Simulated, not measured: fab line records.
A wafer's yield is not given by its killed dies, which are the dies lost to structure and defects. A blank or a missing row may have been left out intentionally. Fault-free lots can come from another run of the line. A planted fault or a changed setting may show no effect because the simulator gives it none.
Matching of chambers | flow nand_harc | 4 sister chambers for NHARC_A_CHANNEL_FILL_D1_CMP_10 on cmp-01
The step polishes, target thk 150 nm. 4 wafers are shown with their chamber, then 9 later ones without.

## EACH WAFER AND ITS CHAMBER
wafer  | chamber | time_to_endpoint_s (s)
L085.4 | 2       | 16.0
L086.1 | 1       | 9.7
L090.1 | 3       | 16.3
L090.6 | 0       | 19.1

## WAFERS MISSING THEIR CHAMBER
wafer  | time_to_endpoint_s (s)
L092.1 | 14.3
L092.2 | 10.6
L092.3 | 17.3
L093.2 | 9.2
L093.3 | 16.6
L093.6 | 11.1
L097.3 | 11.0
L097.4 | 12.4
L097.6 | 15.5

## EACH ONE'S CHAMBER
wafer  | from the rows above          | in truth
L092.1 | can't be placed: 2 or 3      | 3
L092.2 | 1                            | 1
L092.3 | can't be placed: 3 or 2 or 0 | 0
L093.2 | 1                            | 1
L093.3 | can't be placed: 3 or 2 or 0 | 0
L093.6 | 1                            | 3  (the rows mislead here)
L097.3 | 1                            | 1
L097.4 | can't be placed: 1 or 2 or 3 | 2
L097.6 | can't be placed: 2 or 3      | 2
Placed correctly: 3 of 9. Cannot be placed on the basis of these rows: 5; the candidates contain the true chamber in 5. Wrongly placed: 1.
How it was worked out, from the rows above alone: a wafer's distance from a chamber is the root of the sum, over the readings, of the square of ((its reading less the chamber's mean) divided by the reading's scatter). The wafer belongs to the nearest chamber; if the next one is less than 2 further off, it can't be placed. A chamber's mean is the mean of its shown wafers. The scatter (one wafer shown for each chamber): square how far every hidden wafer sits from the nearest shown wafer, average those squares and take the square root.
